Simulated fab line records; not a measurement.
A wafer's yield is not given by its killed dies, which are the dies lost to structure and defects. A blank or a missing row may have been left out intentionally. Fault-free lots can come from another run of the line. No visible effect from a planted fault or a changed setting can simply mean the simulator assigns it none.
fab line records	flow nand_harc	part 1 of 2: steps 1 to 26 of 34
record lots=5	wafers=15	last_day=30
route steps=1302 shown P_BONDPAD@369 A_START@389 A_ZERO_WELL@390
lots that met no fault: taken from a fault-free run of the same line
start_h: start of the lot's first displayed wafer, in hours after the record's first day	wait_h: how many hours have passed since the lot's step before this one	" same as the row above	L1.1+2: a single row standing in for several wafers	- either no value or no given start	* or withheld: withheld	< > ~ a bound
route shown NAME@n: names a module that has steps shown in the file, with the first one's number in the route	usual: the fault-free wafers' mean and standard deviation	same: alike in all rows	chamber/n: place in a boat	sites: per-site readings	_std_site: their standard deviation	_edge_site: the outer-site mean with the inner-site mean subtracted	radius_mm: how far each site lies from the wafer's centre	mask NAME#n: copy n	behind: the most recent tool/chamber to have shaped the wafer	hold: why the lot was held/for how many hours/how that ended	device: names the non-switching transistor (n, p or np)	end of line: tests of these same wafers at the route's end	a step with no rows: only its recipe	killed: not the wafer's yield, but the dies lost to structure and defects at the first sort	map: a wafer's dies, marking killed ones x, the rest . and places with no die _
set.NAME: setting as actually run; set.NAME@STEP: the setting as run at that earlier step	model.NAME: the simulator's own value behind a step, which no gauge read
lots at some steps of the route; a table a step, a row a wafer
services: from which hour (start_h, from the record's first day; less than 0 if before it) a tool's chamber was out of use, for how many hours, and why
## steps
# step NHARC_P_BONDPAD_ETCH_12
# recipe target_depth_a=2000	time_s=100	chf3_flow_sccm=50	o2_flow_sccm=10	ar_flow_sccm=200	rf_w=500	bias_w=200	chemistry=CHF3/O2
# usual drypump_motor_current_A=5.7/0.45	oes_product_au=0.938/0.024	rf_vpp_V=372.8/1.4	showerhead_plenum_p_Torr=2.50/0.051	throttle_valve_pct=20.573/0.0084
lot.wafer	tool	chamber	start_h	wait_h	drypump_motor_current_A	oes_product_au	rf_hours_counter_h	rf_vpp_V	showerhead_plenum_p_Torr	throttle_valve_pct
L076.4	rie_diel-04	1	-	-	5.4	0.973	8	373.5	2.54	20.561
L076.2	"	2	"	"	5.2	0.976	9	373.8	2.58	20.565
L076.1	"	0	"	"	6.3	0.991	8	371.9	2.53	20.567
L081.3	rie_diel-04	0	-	-	6.3	0.938	1	371.6	2.53	20.576
L081.1	"	2	"	"	5.2	0.928	1	373.8	2.57	20.579
L081.5	"	1	"	"	5.4	0.934	-	373.0	2.54	20.578
L082.1	rie_diel-05	0	-	-	6.1	0.930	4	373.8	2.51	20.554
L082.3	"	2	"	"	5.1	0.935	4	373.0	2.51	20.583
L082.6	"	0	"	"	6.1	0.924	-	371.7	2.51	20.579
L083.1	rie_diel-04	0	-	-	6.3	0.995	3	373.5	2.53	20.559
L083.5	"	2	"	"	5.2	0.980	-	372.9	2.58	20.555
L083.6	"	3	"	"	6.1	0.967	-	374.3	2.50	20.575
L091.2	rie_diel-05	0	-	-	6.1	0.904	2	373.3	2.51	20.559
L091.1	"	2	"	"	5.1	0.910	2	372.8	2.51	20.577
L091.6	"	3	"	"	5.9	0.911	-	372.4	2.51	20.578
# step NHARC_P_BONDPAD_CD_MEAS_13
# usual cd_nm=498.4/2.2
lot.wafer	tool	chamber	start_h	wait_h	cd_nm
L076.1	cd_sem-03	-	150.91	-	496.3
L076.2	"	-	"	"	500.7
L076.4	"	-	"	"	499.3
L081.1	cd_sem-03	-	207.17	-	493.4
L081.3	"	-	"	"	499.3
L081.5	"	-	"	"	499.3
L082.1	cd_sem-02	-	214.23	-	500.0
L082.3	"	-	"	"	502.0
L082.6	"	-	"	"	499.4
L083.1	cd_sem-03	-	231.95	-	496.9
L083.5	"	-	"	"	496.5
L083.6	"	-	"	"	493.8
L091.1	cd_sem-03	-	306.35	-	498.0
L091.2	"	-	"	"	498.4
L091.6	"	-	"	"	500.2
# step NHARC_P_BONDPAD_STRIP_15
# recipe o2_flow_sccm=500	ar_flow_sccm=0	bias_w=0	chemistry=O2
# usual drypump_motor_current_A=5.8/0.51	oes_product_au=0.997/0.01	rf_vpp_V=57.8/0.94	showerhead_plenum_p_Torr=3.60/0.1	throttle_valve_pct=17.036/0.0088
lot.wafer	tool	chamber	start_h	wait_h	drypump_motor_current_A	oes_product_au	rf_hours_counter_h	rf_vpp_V	showerhead_plenum_p_Torr	throttle_valve_pct
L076.1	rie_diel-01	3	150.98	0.1	5.8	0.996	3	58.3	3.56	17.034
L076.2	"	0	"	"	6.4	0.993	3	57.8	3.60	17.038
L076.4	"	2	"	"	4.9	1.008	3	56.5	3.50	17.025
L081.3	rie_diel-04	0	207.26	0.1	6.3	1.020	2	58.6	3.71	17.044
L081.1	"	1	"	"	5.4	1.002	2	59.7	3.72	17.032
L081.5	"	3	"	"	6.1	0.987	-	57.4	3.67	17.043
L082.1	rie_diel-05	2	214.34	0.1	5.0	0.989	4	58.2	3.69	17.044
L082.3	"	3	"	"	5.9	0.993	4	56.8	3.68	17.038
L082.6	"	1	"	"	5.7	0.995	-	57.7	3.58	17.045
L083.1	rie_diel-01	0	232.02	0.1	6.4	0.985	1	58.3	3.60	17.034
L083.6	"	0	"	"	6.4	0.988	-	59.0	3.60	17.042
L083.5	"	1	"	"	6.2	1.008	-	58.4	3.40	17.044
L091.1	rie_diel-04	2	306.46	0.1	5.2	1.011	7	57.3	3.77	17.027
L091.2	"	3	"	"	6.2	0.999	7	57.3	3.67	17.020
L091.6	"	2	"	"	5.2	1.008	-	56.7	3.77	17.037
# step NHARC_P_BONDPAD_ETCH_24
# recipe target_depth_a=300	over_etch_frac=0.3	time_s=72.99	ion_energy_ev=150	cf4_flow_sccm=50	n2_flow_sccm=100	ar_flow_sccm=150	rf_w=300	bias_w=100	chemistry=CF4/N2
# usual drypump_motor_current_A=5.8/0.5	oes_product_au=0.995/0.011	rf_vpp_V=314.8/1.6	showerhead_plenum_p_Torr=2.67/0.078	throttle_valve_pct=19.794/0.0091
lot.wafer	tool	chamber	start_h	wait_h	drypump_motor_current_A	oes_product_au	rf_hours_counter_h	rf_vpp_V	showerhead_plenum_p_Torr	throttle_valve_pct
L076.1	rie_diel-01	2	-	-	4.9	1.010	3	313.9	2.61	19.784
L076.4	"	3	"	"	5.7	0.989	3	312.1	2.65	19.789
L076.2	"	0	"	"	6.4	0.997	3	313.9	2.68	19.802
L081.1	rie_diel-04	0	-	-	6.3	1.024	2	315.0	2.76	19.795
L081.3	"	1	"	"	5.3	0.993	2	317.0	2.77	19.799
L081.5	"	1	"	"	5.4	0.983	-	316.5	2.77	19.815
L082.3	rie_diel-05	0	-	-	6.0	0.982	4	316.9	2.74	19.800
L082.1	"	2	"	"	5.0	0.976	4	315.5	2.74	19.791
L082.6	"	3	"	"	5.9	0.988	-	316.5	2.74	19.782
L083.1	rie_diel-01	3	-	-	5.8	0.963	1	315.7	2.65	19.789
L083.6	"	2	"	"	4.9	1.000	-	313.4	2.60	19.798
L083.5	"	3	"	"	5.8	0.974	-	314.7	2.65	19.786
L091.1	rie_diel-04	1	-	-	5.4	0.999	7	316.3	2.77	19.792
L091.2	"	3	"	"	6.1	0.993	7	315.1	2.73	19.805
L091.6	"	0	"	"	6.3	1.013	-	316.1	2.76	19.803
# step NHARC_P_BONDPAD_STRIP_16
# recipe time_s=600	temp_c=30	chemistry=post_etch_residue_remover
lot.wafer	tool	chamber	start_h	wait_h
L076.1+4+2	wet_bench-10	3,5,0	151.27	-
L081.3+5+1	wet_bench-10	5,6,7	207.57	-
L082.6+3+1	wet_bench-10	2,3,4	214.59	-
L083.5+6+1	wet_bench-10	5,7,0	232.31	-
L091.6+1+2	wet_bench-10	3,4,5	306.74	-
# step NHARC_P_BONDPAD_DEGAS_25
# recipe temp_c=300	time_s=60
# usual heater_power_w=462/45
lot.wafer	tool	chamber	start_h	wait_h	heater_power_w
L076.2	pvd_sputter-01	-	151.53	-	417
L076.1	"	-	"	"	417
L076.4	"	-	"	"	523
L081.3	pvd_sputter-02	-	207.84	-	435
L081.1	"	-	"	"	390
L081.5	"	-	"	"	485
L082.1	pvd_sputter-03	-	214.92	-	445
L082.3	"	-	"	"	490
L082.6	"	-	"	"	538
L083.1	pvd_sputter-02	-	232.58	-	399
L083.6	"	-	"	"	441
L083.5	"	-	"	"	393
L091.1	pvd_sputter-02	-	306.99	-	463
L091.2	"	-	"	"	451
L091.6	"	-	"	"	460
# step NHARC_P_BONDPAD_PRE_CLEAN_26
# recipe time_s=30	temp_c=280	gas=H2/He
# usual heater_power_w=407/40
lot.wafer	tool	chamber	start_h	wait_h	heater_power_w
L076.1	pvd_sputter-01	-	-	-	462
L076.4	"	-	"	"	397
L076.2	"	-	"	"	366
L081.1	pvd_sputter-02	-	-	-	421
L081.3	"	-	"	"	406
L081.5	"	-	"	"	417
L082.3	pvd_sputter-03	-	-	-	399
L082.1	"	-	"	"	417
L082.6	"	-	"	"	389
L083.1	pvd_sputter-02	-	-	-	411
L083.6	"	-	"	"	430
L083.5	"	-	"	"	393
L091.1	pvd_sputter-02	-	-	-	396
L091.2	"	-	"	"	393
L091.6	"	-	"	"	403
# step NHARC_P_BONDPAD_PVD_17
# recipe target_thk_a=50	bias_v=168.6	power_w=15000	chamber_pressure_pa=0.12	time_s=8.06	substrate_temp_c=50	material=TaN
# usual throttle_valve_pct=29.5/0.97
lot.wafer	tool	chamber	start_h	wait_h	throttle_valve_pct
L076.4	pvd_sputter-01	-	-	-	31.0
L076.1	"	-	"	"	29.6
L076.2	"	-	"	"	28.0
L081.1	pvd_sputter-02	-	-	-	30.1
L081.3	"	-	"	"	30.0
L081.5	"	-	"	"	29.6
L082.1	pvd_sputter-03	-	-	-	27.9
L082.3	"	-	"	"	31.2
L082.6	"	-	"	"	30.9
L083.1	pvd_sputter-02	-	-	-	29.8
L083.5	"	-	"	"	30.0
L083.6	"	-	"	"	29.5
L091.2	pvd_sputter-02	-	-	-	30.2
L091.1	"	-	"	"	29.6
L091.6	"	-	"	"	30.5
# step NHARC_P_BONDPAD_PVD_27
# recipe target_thk_a=300	chamber_pressure_pa=5	power_w=5000	substrate_temp_c=30	time_s=20.49	material=Cu
# usual throttle_valve_pct=29.5/1
lot.wafer	tool	chamber	start_h	wait_h	throttle_valve_pct
L076.2	pvd_sputter-01	-	-	-	29.6
L076.4	"	-	"	"	29.7
L076.1	"	-	"	"	28.0
L081.3	pvd_sputter-02	-	-	-	29.9
L081.1	"	-	"	"	28.7
L081.5	"	-	"	"	28.9
L082.3	pvd_sputter-03	-	-	-	29.9
L082.1	"	-	"	"	28.2
L082.6	"	-	"	"	30.1
L083.1	pvd_sputter-02	-	-	-	29.5
L083.5	"	-	"	"	29.5
L083.6	"	-	"	"	28.9
L091.2	pvd_sputter-02	-	-	-	30.7
L091.1	"	-	"	"	29.4
L091.6	"	-	"	"	29.6
# step NHARC_P_BONDPAD_ECD_18
# recipe target_thk_a=4000	bath_temp_c=25	material=Cu
lot.wafer	tool	chamber	start_h	wait_h
L076.1+2+4	ecd_cu-01	0,1,1	151.90	-
L081.1+3+5	ecd_cu-01	0,0,1	208.20	-
L082.1+3+6	ecd_cu-01	1	215.27	-
L083.1+5+6	ecd_cu-02	1,1,0	232.97	-
L091.2+1+6	ecd_cu-01	0,1,1	307.35	-
# step NHARC_P_BONDPAD_ANNEAL_28
# recipe temp_c=225	time_s=90
# usual anneal_temp_c_max=226.20/0.28	wafer_temp_C_max=225.8/0.38
lot.wafer	tool	chamber	start_h	wait_h	anneal_temp_c_max	wafer_temp_C_max
L076.1	rtp_anneal-01	0	152.28	0.3	226.08	225.5
L076.2	"	0	"	"	226.41	225.5
L076.4	"	0	"	"	226.07	225.5
L081.1	rtp_anneal-02	0	208.58	-	226.50	225.8
L081.3	"	0	"	"	226.38	225.8
L081.5	"	0	"	"	226.49	226.2
L082.1	rtp_anneal-01	0	215.65	0.3	225.76	225.5
L082.3	"	0	"	"	225.78	225.6
L082.6	"	0	"	"	225.95	225.7
L083.1	rtp_anneal-02	0	233.34	0.3	226.48	226.1
L083.5	"	0	"	"	226.93	226.1
L083.6	"	0	"	"	226.59	225.9
L091.1	rtp_anneal-01	0	307.80	0.3	225.84	225.7
L091.2	"	0	"	"	226.51	225.3
L091.6	"	0	"	"	226.18	225.1
# step NHARC_P_BONDPAD_CMP_19
# recipe t_overpolish_s=30	cu_recess_touch_s=16	target_thk_nm=160.81
# usual motor_current_A=11.8/1.2	overpolish_run_s=30.000/0.0087	retaining_ring_pressure_frac=1.000/0.0046
# same t_overpolish_s=30
lot.wafer	tool	chamber	start_h	wait_h	motor_current_A	overpolish_run_s	retaining_ring_pressure_frac
L076.1	cmp-02	3	152.65	-	11.3	30.003	1.002
L076.4	"	0	"	"	13.3	30.006	1.001
L076.2	"	2	"	"	11.2	30.000	0.999
L081.3	cmp-03	0	208.95	-	12.3	30.012	1.001
L081.1	"	1	"	"	11.4	30.005	0.999
L081.5	"	0	"	"	12.1	30.001	0.991
L082.1	cmp-02	0	215.99	-	13.4	29.993	1.004
L082.3	"	2	"	"	11.5	30.005	0.991
L082.6	"	0	"	"	14.0	29.990	1.000
L083.1	cmp-03	3	233.72	-	11.5	29.995	1.007
L083.5	"	2	"	"	11.7	29.995	0.997
L083.6	"	3	"	"	11.2	30.005	1.000
L091.1	cmp-02	3	308.20	-	11.3	30.021	0.998
L091.2	"	0	"	"	13.8	29.985	1.001
L091.6	"	1	"	"	12.5	30.012	1.006
# step NHARC_P_BONDPAD_THK_MEAS_20
# recipe thk_meas_gauge=xrf
# usual thk_nm=161.4/1.5
lot.wafer	tool	chamber	start_h	wait_h	thk_nm
L076.1	film_metro-02	-	152.97	-	160.3
L076.2	"	-	"	"	162.7
L076.4	"	-	"	"	161.2
L081.1	film_metro-01	-	209.24	-	161.3
L081.3	"	-	"	"	159.8
L081.5	"	-	"	"	162.5
L082.1	film_metro-02	-	216.31	-	161.0
L082.3	"	-	"	"	165.1
L082.6	"	-	"	"	160.5
L083.1	film_metro-01	-	234.02	-	159.0
L083.5	"	-	"	"	160.7
L083.6	"	-	"	"	160.5
L091.1	film_metro-02	-	308.47	-	161.8
L091.2	"	-	"	"	162.0
L091.6	"	-	"	"	161.7
# step NHARC_P_BONDPAD_SRD_21
# recipe time_s=30	temp_c=23	dry_time_s=20	spin_rpm=1500
lot.wafer	tool	chamber	start_h	wait_h
L076.2+1+4	wet_bench-08	2,3,4	153.02	0.1
L081.1+3+5	wet_bench-08	6,7,2	209.29	0.0
L082.1+6+3	wet_bench-10	0,1,2	216.37	0.1
L083.1+5+6	wet_bench-08	3,5,6	234.07	0.0
L091.2+6+1	wet_bench-08	5,6,0	308.52	0.0
# step NHARC_P_BONDPAD_INSPECT_23
# usual raw_defect_count=359/130
lot.wafer	tool	chamber	start_h	wait_h	raw_defect_count
L076.1	defect_inspect-01	-	153.17	0.0	207
L076.2	"	-	"	"	285
L076.4	"	-	"	"	312
L081.1	defect_inspect-01	-	209.47	0.0	307
L081.3	"	-	"	"	221
L081.5	"	-	"	"	348
L082.1	defect_inspect-02	-	216.56	0.0	428
L082.3	"	-	"	"	537
L082.6	"	-	"	"	751
L083.1	defect_inspect-01	-	234.25	0.0	298
L083.5	"	-	"	"	252
L083.6	"	-	"	"	275
L091.1	defect_inspect-02	-	308.70	0.0	890
L091.2	"	-	"	"	403
L091.6	"	-	"	"	572
# step NHARC_P_BONDPAD_ACTIVATE_29
# recipe time_s=60	n2_flow_sccm=200	ar_flow_sccm=0	bias_power_w=0	chemistry=N2
# usual drypump_motor_current_A=5.7/0.49	oes_product_au=0.998/0.01	rf_vpp_V=64.4/0.81	showerhead_plenum_p_Torr=1.83/0.052
lot.wafer	tool	chamber	start_h	wait_h	drypump_motor_current_A	oes_product_au	rf_hours_counter_h	rf_vpp_V	showerhead_plenum_p_Torr
L076.4	rie_diel-04	0	153.25	0.1	6.3	1.012	8	64.8	1.87
L076.1	"	1	"	"	5.3	1.004	8	63.1	1.87
L076.2	"	2	"	"	5.2	1.021	9	64.4	1.90
L081.1	rie_diel-05	2	209.53	0.1	5.1	0.988	4	64.7	1.85
L081.3	"	3	"	"	5.9	1.006	4	63.9	1.85
L081.5	"	2	"	"	5.1	0.991	-	65.1	1.85
L082.3	rie_diel-04	3	216.64	0.1	6.2	1.007	2	63.5	1.84
L082.1	"	0	"	"	6.3	1.001	2	64.9	1.87
L082.6	"	2	"	"	5.1	1.009	-	64.2	1.90
L083.1	rie_diel-01	2	234.33	0.1	4.9	1.007	1	63.6	1.75
L083.5	"	0	"	"	6.4	0.989	-	63.7	1.81
L083.6	"	1	"	"	6.1	1.002	-	65.1	1.70
L091.2	rie_diel-05	1	308.76	0.1	5.7	0.994	2	62.5	1.79
L091.1	"	3	"	"	5.9	0.994	2	64.8	1.85
L091.6	"	1	"	"	5.7	0.995	-	64.0	1.79
# step NHARC_P_BONDPAD_PRECLEAN_30
# recipe time_s=300	temp_c=23	chemistry=DIW
lot.wafer	tool	chamber	start_h	wait_h
L076.2+4+1	wet_bench-10	7,1,3	153.40	0.1
L081.5+3+1	wet_bench-08	1,2,3	209.70	0.1
L082.6+1+3	wet_bench-10	5,0,1	216.78	0.1
L083.6+1+5	wet_bench-10	0,1,4	234.47	0.1
L091.2+1+6	wet_bench-10	5,6,7	308.97	0.2
# step NHARC_P_BONDPAD_SRD_31
# recipe time_s=30	temp_c=23	dry_time_s=20	spin_rpm=1500
lot.wafer	tool	chamber	start_h	wait_h
L076.2+4+1	wet_bench-10	7,1,3	-	-
L081.5+3+1	wet_bench-08	1,2,3	-	-
L082.6+1+3	wet_bench-10	5,0,1	-	-
L083.6+1+5	wet_bench-10	0,1,4	-	-
L091.2+1+6	wet_bench-10	5,6,7	-	-
# step NHARC_A_START_INSPECT_01
# usual raw_defect_count=3.4/1.8
lot.wafer	tool	chamber	start_h	wait_h	raw_defect_count
L076.1	defect_inspect-02	-	153.64	-	2
L076.2	"	-	"	"	8
L076.4	"	-	"	"	6
L081.1	defect_inspect-02	-	209.94	-	3
L081.3	"	-	"	"	2
L081.5	"	-	"	"	4
L082.1	defect_inspect-01	-	217.12	-	7
L082.3	"	-	"	"	2
L082.6	"	-	"	"	3
L083.1	defect_inspect-01	-	234.71	-	1
L083.5	"	-	"	"	2
L083.6	"	-	"	"	3
L091.1	defect_inspect-01	-	309.17	-	2
L091.2	"	-	"	"	4
L091.6	"	-	"	"	4
# step NHARC_A_ZERO_WELL_PRECLEAN_00
# recipe time_s=600	temp_c=120	chemistry=SPM
lot.wafer	tool	chamber	start_h	wait_h
L076.1+4+2	wet_bench-06	5,6,7	153.72	0.1
L081.3+1+5	wet_bench-02	0,1,3	210.03	0.1
L082.3+1+6	wet_bench-02	6,0,2	217.21	0.1
L083.5+6+1	wet_bench-02	6,2,3	234.80	0.1
L091.6+2+1	wet_bench-03	6,7,0	309.26	0.1
# step NHARC_A_ZERO_WELL_SRD_01
lot.wafer	tool	chamber	start_h	wait_h
L076.1+4+2	wet_bench-06	5,6,7	-	-
L081.3+1+5	wet_bench-02	0,1,3	-	-
L082.3+1+6	wet_bench-02	6,0,2	-	-
L083.5+6+1	wet_bench-02	6,2,3	-	-
L091.6+2+1	wet_bench-03	6,7,0	-	-
# step NHARC_A_ZERO_WELL_DEHYDRATE_02
# recipe temp_c=150	time_s=120
# usual exhaust_pa=44.8/0.96
lot.wafer	tool	chamber	start_h	wait_h	exhaust_pa
L076.1	litho_track-02	0	154.04	-	43.7
L076.2	"	0	"	"	44.0
L076.4	"	0	"	"	44.7
L081.1	litho_track-07	0	210.34	-	45.3
L081.3	"	0	"	"	44.8
L081.5	"	0	"	"	46.3
L082.1	litho_track-05	0	217.54	-	45.8
L082.3	"	0	"	"	46.0
L082.6	"	0	"	"	44.2
L083.1	litho_track-05	0	235.11	-	45.4
L083.5	"	0	"	"	43.7
L083.6	"	0	"	"	43.8
L091.1	litho_track-05	0	309.57	-	43.7
L091.2	"	0	"	"	44.1
L091.6	"	0	"	"	43.7
# step NHARC_A_ZERO_WELL_HMDS_03
# recipe time_s=30
# usual exhaust_pa=45.1/0.85
lot.wafer	tool	chamber	start_h	wait_h	exhaust_pa
L076.1	litho_track-02	0	-	-	46.0
L076.2	"	0	"	"	45.1
L076.4	"	0	"	"	45.0
L081.1	litho_track-07	0	-	-	45.8
L081.3	"	0	"	"	45.3
L081.5	"	0	"	"	43.7
L082.1	litho_track-05	0	-	-	46.8
L082.3	"	0	"	"	46.6
L082.6	"	0	"	"	44.5
L083.1	litho_track-05	0	-	-	44.7
L083.5	"	0	"	"	44.9
L083.6	"	0	"	"	45.8
L091.1	litho_track-05	0	-	-	45.0
L091.2	"	0	"	"	45.0
L091.6	"	0	"	"	44.6
# step NHARC_A_ZERO_WELL_COAT_18
# recipe temp_c=200	time_s=65
# usual exhaust_pa=45.2/0.83
lot.wafer	tool	chamber	start_h	wait_h	exhaust_pa
L076.1	litho_track-02	0	-	-	44.1
L076.2	"	0	"	"	45.2
L076.4	"	0	"	"	45.2
L081.1	litho_track-07	0	-	-	46.3
L081.3	"	0	"	"	44.6
L081.5	"	0	"	"	45.6
L082.1	litho_track-05	0	-	-	44.7
L082.3	"	0	"	"	45.4
L082.6	"	0	"	"	44.2
L083.1	litho_track-05	0	-	-	45.6
L083.5	"	0	"	"	44.8
L083.6	"	0	"	"	45.9
L091.1	litho_track-05	0	-	-	44.5
L091.2	"	0	"	"	46.5
L091.6	"	0	"	"	46.2
# step NHARC_A_ZERO_WELL_COAT_04
# recipe spin_rpm=2000	resist_thk_nm=600
# usual exhaust_pa=44.7/0.9
lot.wafer	tool	chamber	start_h	wait_h	exhaust_pa
L076.1	litho_track-02	0	-	-	45.4
L076.2	"	0	"	"	43.9
L076.4	"	0	"	"	44.9
L081.1	litho_track-07	0	-	-	44.4
L081.3	"	0	"	"	42.8
L081.5	"	0	"	"	43.7
L082.1	litho_track-05	0	-	-	45.3
L082.3	"	0	"	"	45.1
L082.6	"	0	"	"	45.6
L083.1	litho_track-05	0	-	-	44.2
L083.5	"	0	"	"	44.9
L083.6	"	0	"	"	42.9
L091.1	litho_track-05	0	-	-	46.1
L091.2	"	0	"	"	45.0
L091.6	"	0	"	"	46.3
# step NHARC_A_ZERO_WELL_SOFTBAKE_05
# recipe temp_c=125	time_s=70
# usual exhaust_pa=45.0/0.82
lot.wafer	tool	chamber	start_h	wait_h	exhaust_pa
L076.1	litho_track-02	0	-	-	44.7
L076.2	"	0	"	"	44.6
L076.4	"	0	"	"	44.9
L081.1	litho_track-07	0	-	-	45.6
L081.3	"	0	"	"	44.4
L081.5	"	0	"	"	42.8
L082.1	litho_track-05	0	-	-	44.4
L082.3	"	0	"	"	44.6
L082.6	"	0	"	"	44.0
L083.1	litho_track-05	0	-	-	44.5
L083.5	"	0	"	"	44.8
L083.6	"	0	"	"	43.2
L091.1	litho_track-05	0	-	-	44.3
L091.2	"	0	"	"	45.1
L091.6	"	0	"	"	44.4
